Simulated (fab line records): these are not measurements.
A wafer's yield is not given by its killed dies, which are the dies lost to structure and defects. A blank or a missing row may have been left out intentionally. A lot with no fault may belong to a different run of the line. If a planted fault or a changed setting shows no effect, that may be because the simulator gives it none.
Which tool was responsible? ; flow n5Finfet ; Sampling: 10 lots, 27 wafers, 6 of 1938 route steps

WHAT EACH GAUGE READ, for each wafer
The record holds no reading of a measuring or inspecting step that can be judged against a usual standard deviation.

EACH LOT AND THE TOOL THAT RAN IT (in order: tool; ch and the chambers of the sampled wafers; start)
lot;N5_BEOL_M14_DESCUM_15;N5_BEOL_M14_DESCUM_33;N5_BEOL_M14_ECD_47;N5_BEOL_M14_CMP_49;N5_BEOL_M15_ILD_DEP_00;N5_PASSIVATION_PROBE_49
L303;rieDiel-02 ch 1,3, day 11 16:39;rieDiel-04 ch 1,2, day 11 17:54;ecdCu-01 ch 0,1, day 11 19:18;cmp-01 ch 0,1,3, day 11 19:50;pecvd-04 ch 1,2, day 11 20:27;-
L304;rieDiel-06 ch 0,2,3, day 11 23:43;rieDiel-06 ch 0,1,2, day 12 00:51;ecdCu-01 ch 0,1, day 12 05:05;cmp-03 ch 1,3, day 12 06:09;pecvd-03 ch 0,1, day 12 06:38;-
L305;rieDiel-06 ch 0,1,3, day 12 19:29;rieDiel-04 ch 1,2,3, day 12 20:20;ecdCu-01 ch 0, day 12 23:13;cmp-02 ch 1,3, day 12 23:52;pecvd-02 ch 1,2, day 13 00:19;-
L309;rieDiel-04 ch 1,2,3, day 13 07:23;rieDiel-02 ch 0,2,3, day 13 08:21;ecdCu-01 ch 0,1, day 13 16:28;cmp-03 ch 0,1,2, day 13 17:27;pecvd-03 ch 1,2, day 13 17:54;-
L306;rieDiel-06 ch 3, day 13 08:25;rieDiel-02 ch 1,2, day 13 09:20;ecdCu-02 ch 0,1, day 13 16:49;cmp-03 ch 0, day 13 18:08;pecvd-04 ch 0,2, day 13 18:35;-
L311;rieDiel-06 ch 0,2,3, day 13 17:16;rieDiel-06 ch 1,2,3, day 13 18:07;ecdCu-01 ch 0,1, day 13 20:17;cmp-01 ch 1,2,3, day 13 21:15;pecvd-02 ch 0,1,2, day 13 21:44;-
L313;rieDiel-04 ch 0,2, day 13 21:58;rieDiel-06 ch 0,1,2, day 13 23:16;ecdCu-01 ch 0,1, day 14 02:22;cmp-01 ch 1,3, day 14 02:47;pecvd-02 ch 0,1,2, day 14 03:17;-
L322;rieDiel-04 ch 0,3, day 16 06:35;rieDiel-06 ch 1,2, day 16 07:37;ecdCu-01 ch 0,1, day 16 09:45;cmp-02 ch 2,3, day 16 10:17;pecvd-04 ch 1,2, day 16 10:44;-
L323;rieDiel-02 ch 2,3, day 16 07:27;rieDiel-04 ch 0,1, day 16 08:44;ecdCu-01 ch 0,1, day 16 12:47;cmp-02 ch 1,2, day 16 13:19;pecvd-04 ch 0,1, day 16 13:46;prober-02, day 17 12:55
L325;rieDiel-04 ch 1,2, day 17 14:14;rieDiel-06 ch 0,1,3, day 17 15:15;ecdCu-02 ch 0,1, day 17 18:24;cmp-01 ch 1,2, day 17 19:09;pecvd-02 ch 0,2, day 17 19:43;-
- N5_BEOL_M14_DESCUM_15: chemistry O2, time 7.9 s.
- N5_BEOL_M14_DESCUM_33: chemistry O2, time 7.9 s.
- N5_BEOL_M14_ECD_47: material Cu, target thk 1248 nm.
- N5_BEOL_M14_CMP_49: polishes, stops on SiO2, t overpolish 5.2 s, target thk 560 nm.
- N5_BEOL_M15_ILD_DEP_00: deposits SiO2 from TEOS/O2, target thk 1629.3 nm, time 346.1 s.
- N5_PASSIVATION_PROBE_49

WHAT THE TOOLS THEMSELVES READ (means of the sampled wafers that have a number; where no wafer has one, the mark that the record gives instead)
N5_BEOL_M14_DESCUM_15. Usual: biasPowerW 20.00 W, standard deviation 0.057; drypumpMotorCurrentA 6.0 A, standard deviation 0.42; oesProductAu 0.81 a.u., standard deviation 0.081; rfVppV 243.5 V, standard deviation 1.5; showerheadPlenumPTorr 2.11 Torr, standard deviation 0.072; throttleValvePct 20.33 %, standard deviation 0.21.
lot;tool;biasPowerW (W);drypumpMotorCurrentA (A);oesProductAu (a.u.);rfVppV (V);showerheadPlenumPTorr (Torr);throttleValvePct (%);flag
L303;rieDiel-02;20.04;6.6;0.93;242.7;2.07;20.39;
L304;rieDiel-06;20.00;5.9;0.73;244.0;2.12;20.44;
L305;rieDiel-06;19.96;6.2;0.75;242.6;2.09;20.36;
L309;rieDiel-04;19.99;5.9;0.85;244.0;2.18;20.13;
L306;rieDiel-06;20.01;6.4;0.75;244.1;2.18;20.54;
L311;rieDiel-06;19.99;5.9;0.81;243.5;2.11;20.35;
L313;rieDiel-04;19.95;5.9;0.81;245.9;2.18;20.52;
L322;rieDiel-04;20.01;5.9;0.83;244.9;2.20;20.23;
L323;rieDiel-02;20.00;6.3;0.88;242.4;2.03;20.30;
L325;rieDiel-04;20.01;6.0;0.78;244.5;2.14;20.36;

N5_BEOL_M14_DESCUM_33. Usual: biasPowerW 19.99 W, standard deviation 0.064; drypumpMotorCurrentA 6.0 A, standard deviation 0.41; oesProductAu 0.81 a.u., standard deviation 0.083; rfVppV 243.5 V, standard deviation 1.6; showerheadPlenumPTorr 2.11 Torr, standard deviation 0.074; throttleValvePct 20.32 %, standard deviation 0.21.
lot;tool;biasPowerW (W);drypumpMotorCurrentA (A);oesProductAu (a.u.);rfVppV (V);showerheadPlenumPTorr (Torr);throttleValvePct (%);flag
L303;rieDiel-04;20.02;5.8;0.86;244.1;2.15;20.23;
L304;rieDiel-06;19.93;5.7;0.73;241.8;2.06;20.38;
L305;rieDiel-04;20.04;5.9;0.87;244.7;2.18;20.13;
L309;rieDiel-02;20.02;6.2;0.84;242.2;2.02;20.33;
L306;rieDiel-02;19.95;6.1;0.86;242.5;2.08;20.32;
L311;rieDiel-06;19.97;5.7;0.82;243.7;2.09;20.38;
L313;rieDiel-06;20.02;5.7;0.81;243.4;2.05;20.30;
L322;rieDiel-06;19.95;5.3;0.82;241.6;2.04;20.33;
L323;rieDiel-04;20.02;5.8;0.81;245.6;2.15;20.42;
L325;rieDiel-06;19.96;6.2;0.71;242.5;2.08;20.43;

N5_BEOL_M14_CMP_49. Usual: motorCurrentA 8.2 A, standard deviation 0.92; timeToEndpointS 120 s, standard deviation 4.7.
lot;tool;motorCurrentA (A);timeToEndpointS (s);flag
L303;cmp-01;7.9;119;
L304;cmp-03;7.9;129;
L305;cmp-02;9.2;117;
L309;cmp-03;8.3;120;
L306;cmp-03;8.4;116;
L311;cmp-01;7.4;124;
L313;cmp-01;8.1;119;
L322;cmp-02;8.3;85;OFF
L323;cmp-02;8.6;83;OFF
L325;cmp-01;7.0;130;

N5_BEOL_M15_ILD_DEP_00. Usual: heaterPowerW 581 W, standard deviation 95; showerheadPlenumPTorr 8.35 Torr, standard deviation 0.038; susceptorTempC 400.01 C, standard deviation 0.22; throttleValvePct 18.4 %, standard deviation 0.87.
lot;tool;heaterPowerW (W);showerheadPlenumPTorr (Torr);susceptorTempC (C);throttleValvePct (%);flag
L303;pecvd-04;581;8.30;400.04;18.4;
L304;pecvd-03;568;8.37;400.04;19.2;
L305;pecvd-02;504;8.35;399.93;18.3;
L309;pecvd-03;503;8.35;399.88;18.4;
L306;pecvd-04;662;8.34;399.85;18.1;
L311;pecvd-02;587;8.35;400.10;18.0;
L313;pecvd-02;594;8.35;400.04;18.2;
L322;pecvd-04;504;8.32;399.75;18.2;
L323;pecvd-04;576;8.32;399.98;19.2;
L325;pecvd-02;629;8.35;400.01;17.9;

N5_PASSIVATION_PROBE_49. Usual: defectLimitedYield 91.5 %, standard deviation 1.4; killed_at_M0_to_M3 32, standard deviation 11; killed_at_M4_up 12, standard deviation 4.4; killedAtContacts 13, standard deviation 6.1; killedAtFrontEnd 39, standard deviation 12; killedAtOther 3.9, standard deviation 3; killedDies 100, standard deviation 17; killedOpen 66, standard deviation 12; killedShort 33, standard deviation 7.4; sort_bin_5_function 5.0 %, standard deviation 0.95; sort_bin_6_memory 3.2 %, standard deviation 0.66; sort_bin_8_speed 0.0 %, standard deviation 0.33; sortNPass 1079, standard deviation 17; sortYieldPct 91.4 %, standard deviation 1.5.
lot;tool;defectLimitedYield (%);killed_at_M0_to_M3;killed_at_M4_up;killedAtContacts;killedAtFrontEnd;killedAtOther;killedDies;killedOpen;killedShort;sort_bin_5_function (%);sort_bin_6_memory (%);sort_bin_8_speed (%);sortNPass;sortYieldPct (%);flag
L323;prober-02;93.3;22;13;15;26;3.0;79;55;23;3.8;2.9;0.0;1101;93.3;

THE ANSWER, worked out from the rows above alone
Rule: lot off if the mean of its wafers having a number is beyond 3 standard deviations from the usual mean. Also off: a lot with no number at a reading for which 4 or more lots have one. All remaining lots with rows at the step are treated as sound. After the gauges, taken in route order, come the tools' own readings; for these a lot's mean is taken, as printed above. At the first step where some lot is off, the reading lying furthest off is the one used; lots without a number count as furthest.
Off: L322, L323, at N5_BEOL_M14_CMP_49 (timeToEndpointS).
A tool fits if, at that step or a process step before it, it ran every lot that is off, and no sound lot after the first of them. Undecided on this evidence; 2 tools fit (ecdCu-01 at N5_BEOL_M14_ECD_47, cmp-02 at N5_BEOL_M14_CMP_49).

WHAT WAS PUT IN BY THE SIMULATOR
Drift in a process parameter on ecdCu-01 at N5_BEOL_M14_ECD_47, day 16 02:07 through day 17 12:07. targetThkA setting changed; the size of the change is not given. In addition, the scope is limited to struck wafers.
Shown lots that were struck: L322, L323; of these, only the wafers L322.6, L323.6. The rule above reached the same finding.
